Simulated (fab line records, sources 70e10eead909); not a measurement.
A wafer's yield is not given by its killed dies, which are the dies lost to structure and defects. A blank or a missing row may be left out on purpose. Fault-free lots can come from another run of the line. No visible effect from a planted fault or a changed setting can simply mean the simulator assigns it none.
Which of the tools did it?    flow nand-harc    24 lots, 72 wafers sampled, at 5 steps of a route of 1159

WHAT THE GAUGES SHOWED, per wafer
NHARC_A_CONTACT_OVL_MEAS_43. Usual: overlay-x-nm -0.1 nm, standard deviation 0.77; overlay-y-nm 0.2 nm, standard deviation 0.91.
lot   measured      on          overlay-x-nm (nm)  overlay-y-nm (nm)  flag
L074  day 16 17:16  overlay-01  1.0 1.2 1.0        -0.4 -0.9 -0.5     
L075  day 18 00:11  overlay-01  0.1 0.4 0.0        1.0 0.5 0.7        
L076  day 18 04:38  overlay-01  -1.1 -0.9 -1.1     0.3 1.3 0.7        
L077  day 18 11:06  overlay-02  -0.9 -1.1 -1.0     -0.1 0.5 0.0       
L079  day 18 16:13  overlay-02  0.3 0.2 0.6        0.1 0.0 -0.3       
L078  day 18 22:04  overlay-02  0.5 0.4 0.8        1.6 1.3 1.8        
L082  day 20 13:52  overlay-01  -1.2 -1.0 -1.1     -0.7 -0.4 -0.5     
L083  day 20 14:30  overlay-01  -1.2 -1.1 -1.3     1.3 1.1 0.8        
L084  day 20 18:19  overlay-02  -1.7 -1.6 -2.0     -1.1 -0.7 -0.8     
L088  day 20 19:00  overlay-01  0.1 0.3 0.3        0.9 0.8 0.7        
L080  day 20 22:46  overlay-02  -0.6 -0.5 -0.7     -0.2 -0.2 -0.6     
L085  day 20 23:40  overlay-02  1.0 1.2 1.2        1.1 0.4 1.0        
L081  day 21 11:23  overlay-01  0.2 0.4 0.1        2.1 3.1 2.3        
L086  day 21 18:35  overlay-02  1.0 1.2 1.0        -0.9 -0.5 -0.7     
L087  day 21 22:43  overlay-01  -1.0 -0.8 -0.9     0.3 -0.4 0.1       
L089  day 22 01:08  overlay-01  0.5 0.6 0.5        0.6 0.7 0.6        
L091  day 22 02:03  overlay-02  0.9 0.1 0.4        0.8 1.1 1.3        
L090  day 22 04:08  overlay-01  -0.8 -0.4 -0.5     -0.3 0.0 0.0       
L092  day 22 08:16  overlay-02  -0.7 0.5 0.1       -0.2 0.5 0.2       
L094  day 23 05:04  overlay-02  -0.1 -0.3 -0.3     -0.8 -1.1 -0.6     
L093  day 23 05:43  overlay-01  0.2 -0.2 0.0       -1.0 -0.7 -0.6     
L097  day 23 13:41  overlay-01  -0.1 0.1 -0.3      -0.5 -0.7 -0.6     
L096  day 23 14:55  overlay-02  0.7 -0.5 0.3       -0.6 -0.5 -0.8     
L095  day 24 00:04  overlay-02  0.1 -0.2 -0.2      -1.1 -0.6 -0.5     

NHARC_A_CONTACT_CD_MEAS_69: target cd 200 nm. Usual: cd-nm reads 200.0 nm (standard deviation 0.39).
lot   measured      on         cd-nm (nm)         flag
L074  day 17 00:06  cd-sem-03  200.6 200.0 200.0  
L075  day 18 06:57  cd-sem-02  200.1 200.1 200.2  
L076  day 18 11:59  cd-sem-02  200.2 200.8 200.6  
L077  day 18 17:57  cd-sem-02  200.5 200.0 200.1  
L079  day 18 23:35  cd-sem-02  200.2 199.8 199.7  
L078  day 19 04:57  cd-sem-02  200.5 199.6 199.3  
L082  day 20 21:15  cd-sem-03  199.9 199.6 200.0  
L083  day 20 22:02  cd-sem-03  199.8 200.2 199.9  
L084  day 21 07:04  cd-sem-01  200.2 199.9 199.2  
L088  day 21 07:40  cd-sem-03  200.3 199.2 200.1  
L080  day 21 16:24  cd-sem-03  200.5 200.8 199.9  
L085  day 21 16:34  cd-sem-01  200.0 200.0 200.4  
L081  day 22 01:46  cd-sem-01  200.2 200.2 200.5  
L086  day 22 08:14  cd-sem-03  199.6 199.7 199.4  
L087  day 22 09:51  cd-sem-03  200.8 200.5 199.5  
L089  day 22 11:49  cd-sem-03  199.4 199.5 200.0  
L091  day 22 13:57  cd-sem-03  199.7 199.3 199.9  
L090  day 22 14:27  cd-sem-02  199.6 199.1 200.0  
L092  day 22 16:04  cd-sem-03  199.7 199.9 199.4  
L094  day 23 17:04  cd-sem-03  200.0 199.6 200.3  
L093  day 23 19:03  cd-sem-03  200.3 200.1 200.3  
L097  day 23 20:47  cd-sem-03  200.0 200.0 200.1  
L096  day 23 22:40  cd-sem-03  200.1 200.1 200.2  
L095  day 24 07:49  cd-sem-01  200.3 199.4 200.3  

EACH LOT AND THE TOOL THAT RAN IT (in order: tool; ch and the chambers of the sampled wafers; start)
lot   NHARC_A_CONTACT_ETCH_114              NHARC_A_CONTACT_ETCH_117              NHARC_A_CONTACT_STRIP_55
L074  har-cap-etch-03 ch 0,1, day 16 19:02  har-cap-etch-03 ch 0,1, day 16 19:19  rie-diel-04 ch 0,1,2, day 17 00:06 or earlier
L075  har-cap-etch-01 ch 1, day 18 01:55    har-cap-etch-01 ch 1, day 18 02:11    rie-diel-13 ch 1,2, day 18 06:57 or earlier
L076  har-cap-etch-02 ch 0,1, day 18 06:30  har-cap-etch-02 ch 0,1, day 18 06:47  rie-diel-11 ch 0,1,3, day 18 11:59 or earlier
L077  har-cap-etch-03 ch 0,1, day 18 12:51  har-cap-etch-03 ch 0,1, day 18 13:08  rie-diel-13 ch 1,2,3, day 18 17:57 or earlier
L079  har-cap-etch-01 ch 0,1, day 18 18:22  har-cap-etch-01 ch 0,1, day 18 18:47  rie-diel-04 ch 2,3, day 18 23:35 or earlier
L078  har-cap-etch-01 ch 0,1, day 18 23:49  har-cap-etch-01 ch 0,1, day 19 00:05  rie-diel-13 ch 0,1,2, day 19 04:57 or earlier
L082  har-cap-etch-01 ch 0,1, day 20 15:41  har-cap-etch-01 ch 0,1, day 20 15:58  rie-diel-11 ch 1,2, day 20 21:15 or earlier
L083  har-cap-etch-02 ch 0,1, day 20 16:40  har-cap-etch-02 ch 0,1, day 20 16:57  rie-diel-13 ch 0,3, day 20 22:02 or earlier
L084  har-cap-etch-03 ch 0,1, day 20 20:11  har-cap-etch-03 ch 0,1, day 20 20:27  rie-diel-04 ch 0,1,2, day 21 07:04 or earlier
L088  har-cap-etch-01 ch 0,1, day 20 20:45  har-cap-etch-01 ch 0,1, day 20 21:01  rie-diel-11 ch 1,2,3, day 21 07:40 or earlier
L080  har-cap-etch-01 ch 0,1, day 21 00:57  har-cap-etch-01 ch 0,1, day 21 01:19  rie-diel-04 ch 2,3, day 21 16:24 or earlier
L085  har-cap-etch-02 ch 0,1, day 21 01:46  har-cap-etch-02 ch 0,1, day 21 02:02  rie-diel-13 ch 0,1,3, day 21 16:34 or earlier
L081  har-cap-etch-02 ch 0,1, day 21 13:07  har-cap-etch-02 ch 0,1, day 21 13:23  rie-diel-11 ch 0,1,2, day 22 01:46 or earlier
L086  har-cap-etch-01 ch 0,1, day 21 20:55  har-cap-etch-01 ch 0,1, day 21 21:11  rie-diel-04 ch 0,2,3, day 22 08:14 or earlier
L087  har-cap-etch-02 ch 0,1, day 22 00:51  har-cap-etch-02 ch 0,1, day 22 01:07  rie-diel-11 ch 0,1, day 22 09:51 or earlier
L089  har-cap-etch-03 ch 0,1, day 22 02:53  har-cap-etch-03 ch 0,1, day 22 03:10  rie-diel-13 ch 0,1,3, day 22 11:49 or earlier
L091  har-cap-etch-01 ch 0,1, day 22 03:52  har-cap-etch-01 ch 0,1, day 22 04:08  rie-diel-04 ch 0,1,3, day 22 13:57 or earlier
L090  har-cap-etch-03 ch 0,1, day 22 05:56  har-cap-etch-03 ch 0,1, day 22 06:12  rie-diel-11 ch 0,3, day 22 14:27 or earlier
L092  har-cap-etch-03 ch 0,1, day 22 10:05  har-cap-etch-03 ch 0,1, day 22 10:21  rie-diel-04 ch 1,2,3, day 22 16:04 or earlier
L094  har-cap-etch-02 ch 0,1, day 23 06:48  har-cap-etch-02 ch 0,1, day 23 07:05  rie-diel-13 ch 0,3, day 23 17:04 or earlier
L093  har-cap-etch-01 ch 0,1, day 23 07:29  har-cap-etch-01 ch 0,1, day 23 07:46  rie-diel-04 ch 1,3, day 23 19:03 or earlier
L097  har-cap-etch-02 ch 0,1, day 23 15:31  har-cap-etch-02 ch 0,1, day 23 15:47  rie-diel-04 ch 1,3, day 23 20:47 or earlier
L096  har-cap-etch-01 ch 0,1, day 23 16:39  har-cap-etch-01 ch 0,1, day 23 16:55  rie-diel-13 ch 1,2,3, day 23 22:40 or earlier
L095  har-cap-etch-02 ch 0,1, day 24 02:09  har-cap-etch-02 ch 0,1, day 24 02:25  rie-diel-04 ch 0,3, day 24 07:49 or earlier
- NHARC_A_CONTACT_ETCH_114: etches the open film in C4F8/O2/Ar, time 94 s, target depth 922 nm.
- NHARC_A_CONTACT_ETCH_117: etches the open film in C4F8/O2/Ar, time 94 s, target depth 922 nm.
- NHARC_A_CONTACT_STRIP_55: strips in O2.

AS READ BY THE TOOLS THEMSELVES (means over the sampled wafers that have a number; for cases with no such wafer, the mark the record gives instead)
NHARC_A_CONTACT_STRIP_55. Usual: drypump-motor-current-A 5.6 A, standard deviation 0.38; oes-product-au 1.002 a.u., standard deviation 0.0065; rf-vpp-V 57.6 V, standard deviation 0.87; showerhead-plenum-p-Torr 3.46 Torr, standard deviation 0.13; throttle-valve-pct 17.037 %, standard deviation 0.0086.
lot   tool         drypump-motor-current-A (A)  oes-product-au (a.u.)  rf-vpp-V (V)  showerhead-plenum-p-Torr (Torr)  throttle-valve-pct (%)  flag
L074  rie-diel-04  5.7                          1.002                  57.5          3.43                             17.044                  
L075  rie-diel-13  5.6                          1.008                  57.4          3.35                             17.034                  
L076  rie-diel-11  5.7                          1.009                  57.4          3.42                             17.041                  
L077  rie-diel-13  5.9                          1.003                  58.3          3.50                             17.032                  
L079  rie-diel-04  5.4                          0.995                  57.6          3.49                             17.035                  
L078  rie-diel-13  5.5                          1.001                  57.8          3.43                             17.034                  
L082  rie-diel-11  5.7                          1.001                  58.1          3.50                             17.033                  
L083  rie-diel-13  5.8                          0.999                  57.7          3.63                             17.029                  
L084  rie-diel-04  5.7                          0.993                  58.2          3.43                             17.043                  
L088  rie-diel-11  5.8                          1.008                  57.3          3.46                             17.042                  
L080  rie-diel-04  5.4                          1.003                  58.1          3.49                             17.028                  
L085  rie-diel-13  5.8                          0.998                  57.7          3.58                             17.041                  
L081  rie-diel-11  5.7                          1.008                  57.3          3.41                             17.039                  
L086  rie-diel-04  5.4                          1.001                  57.2          3.44                             17.045                  
L087  rie-diel-11  5.6                          0.996                  57.7          3.45                             17.038                  
L089  rie-diel-13  5.8                          1.004                  58.7          3.58                             17.039                  
L091  rie-diel-04  5.5                          1.005                  57.2          3.44                             17.036                  
L090  rie-diel-11  5.6                          1.007                  57.6          3.33                             17.035                  
L092  rie-diel-04  5.5                          0.995                  57.1          3.50                             17.035                  
L094  rie-diel-13  5.8                          1.003                  57.7          3.62                             17.040                  
L093  rie-diel-04  5.2                          1.006                  57.6          3.52                             17.037                  
L097  rie-diel-04  5.5                          1.000                  56.9          3.50                             17.028                  
L096  rie-diel-13  5.9                          1.001                  56.6          3.48                             17.038                  
L095  rie-diel-04  5.2                          0.998                  57.4          3.45                             17.041                  

THE ANSWER, worked out from the rows above alone
Rule: a lot counts as off when the mean over its wafers that have a number is more than 3 standard deviations away from the usual mean. A lot without any number at a reading at which 4 lots or more have one is off too. Any other lot the step has rows for is counted as sound. After the gauges, taken in route order, come the tools' own readings; for these a lot's mean is taken, as printed above. The first step at which some lot is off is used, and at that step the reading that is off furthest; a lot without a number counts as furthest.
No lot is off at any reading shown: from this, nothing can be told.

WHAT THE SIMULATOR HAD PUT IN
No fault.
